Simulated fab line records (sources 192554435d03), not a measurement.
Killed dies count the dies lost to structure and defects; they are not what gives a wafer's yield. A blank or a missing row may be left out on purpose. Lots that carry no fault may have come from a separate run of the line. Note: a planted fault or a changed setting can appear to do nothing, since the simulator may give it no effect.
Matching of chambers :: flow n5-finfet :: pecvd-01 running N5_GATE_CUT_PECVD_57: 3 sister chambers
The step deposits SiNx from SiH4/NH3/N2, target thk 21 nm. 3 wafers are shown with their chamber, then 12 later ones without.

## WAFERS PAIRED WITH THEIR CHAMBERS
wafer: L084.1
chamber: 0
showerhead-plenum-p-Torr (Torr): 5.32

wafer: L086.1
chamber: 1
showerhead-plenum-p-Torr (Torr): 5.14

wafer: L086.4
chamber: 2
showerhead-plenum-p-Torr (Torr): 5.18

## WAFERS WHOSE CHAMBER IS MISSING
wafer: L089.1
showerhead-plenum-p-Torr (Torr): 5.14

wafer: L089.2
showerhead-plenum-p-Torr (Torr): 5.32

wafer: L089.3
showerhead-plenum-p-Torr (Torr): 5.17

wafer: L089.4
showerhead-plenum-p-Torr (Torr): 5.20

wafer: L089.5
showerhead-plenum-p-Torr (Torr): 5.14

wafer: L089.6
showerhead-plenum-p-Torr (Torr): 5.33

wafer: L095.1
showerhead-plenum-p-Torr (Torr): 5.14

wafer: L095.5
showerhead-plenum-p-Torr (Torr): 5.14

wafer: L095.6
showerhead-plenum-p-Torr (Torr): 5.32

wafer: L097.1
showerhead-plenum-p-Torr (Torr): 5.12

wafer: L097.3
showerhead-plenum-p-Torr (Torr): 5.14

wafer: L097.5
showerhead-plenum-p-Torr (Torr): 5.32

## WHICH CHAMBER EACH ONE RAN IN
wafer: L089.1
from the rows above: 1
in truth: 1

wafer: L089.2
from the rows above: 0
in truth: 0

wafer: L089.3
from the rows above: 2
in truth: 2

wafer: L089.4
from the rows above: 2
in truth: 2

wafer: L089.5
from the rows above: 1
in truth: 1

wafer: L089.6
from the rows above: 0
in truth: 0

wafer: L095.1
from the rows above: 1
in truth: 1

wafer: L095.5
from the rows above: 1
in truth: 1

wafer: L095.6
from the rows above: 0
in truth: 0

wafer: L097.1
from the rows above: 1
in truth: 1

wafer: L097.3
from the rows above: 1
in truth: 1

wafer: L097.5
from the rows above: 0
in truth: 0
12 of 12 placed correctly. Can't be placed from these rows: 0. 0 placed wrongly.
How it was worked out, from the rows above alone: a wafer's distance from a chamber is the root of the sum, over the readings, of the square of ((its reading less the chamber's mean) divided by the reading's scatter). The wafer belongs to the nearest chamber; if the next one is less than 2 further off, it can't be placed. Each chamber's mean is taken over the wafers shown for it. The scatter (one wafer shown for each chamber): square how far every hidden wafer sits from the nearest shown wafer, average those squares and take the square root.
